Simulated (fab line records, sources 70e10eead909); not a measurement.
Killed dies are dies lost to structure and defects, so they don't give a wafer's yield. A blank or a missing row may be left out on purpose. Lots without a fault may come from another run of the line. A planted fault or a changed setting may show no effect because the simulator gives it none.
Chamber matching | flow nand_harc | NHARC_A_DECK1_JOINT_CMP_13 on cmp-04: 4 sister chambers
The step polishes, target thk 51.023 nm. 8 wafers are shown with their chamber, then 8 later ones without.

WAFERS WITH THEIR CHAMBER
wafer  | chamber | motor_current_A (A) | edge_zone_pressure_frac
L077.5 | 1       | 11.7                | 1.011
L081.3 | 2       | 9.2                 | 1.003
L081.4 | 1       | 12.0                | 1.000
L083.4 | 0       | 11.6                | 0.997
L084.1 | 3       | 10.1                | 0.999
L084.5 | 0       | 11.9                | 1.003
L084.6 | 3       | 10.1                | 1.004
L086.2 | 2       | 9.6                 | 0.999

WAFERS WITHOUT THEIR CHAMBER
wafer  | motor_current_A (A) | edge_zone_pressure_frac
L086.5 | 11.8                | 0.998
L086.6 | 11.6                | 1.004
L095.2 | 12.1                | 0.993
L095.4 | 12.4                | 0.998
L095.5 | 10.2                | 1.007
L096.2 | 11.7                | 0.992
L096.4 | 10.2                | 1.004
L096.6 | 12.5                | 1.001

WHICH CHAMBER EACH WENT THROUGH
wafer  | from the rows above     | in truth
L086.5 | can't be placed: 0 or 1 | 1
L086.6 | can't be placed: 0 or 1 | 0
L095.2 | can't be placed: 0 or 1 | 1
L095.4 | can't be placed: 1 or 0 | 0
L095.5 | 3                       | 3
L096.2 | can't be placed: 0 or 1 | 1
L096.4 | 3                       | 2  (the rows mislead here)
L096.6 | can't be placed: 1 or 0 | 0
Placed correctly: 1 of 8. Can't be placed from these rows: 6 (the true chamber is among the candidates in 6). Placed wrongly: 1.
How it was worked out, from the rows above alone: a wafer's distance from a chamber is the root of the sum, over the readings, of the square of ((its reading less the chamber's mean) divided by the reading's scatter). The wafer belongs to the nearest chamber; if the next one is less than 2 further off, it can't be placed. A chamber's mean is the mean of its shown wafers. The scatter: the root of (the sum of the squares of (reading less its chamber's mean) over the shown wafers, divided by (wafers less chambers)).
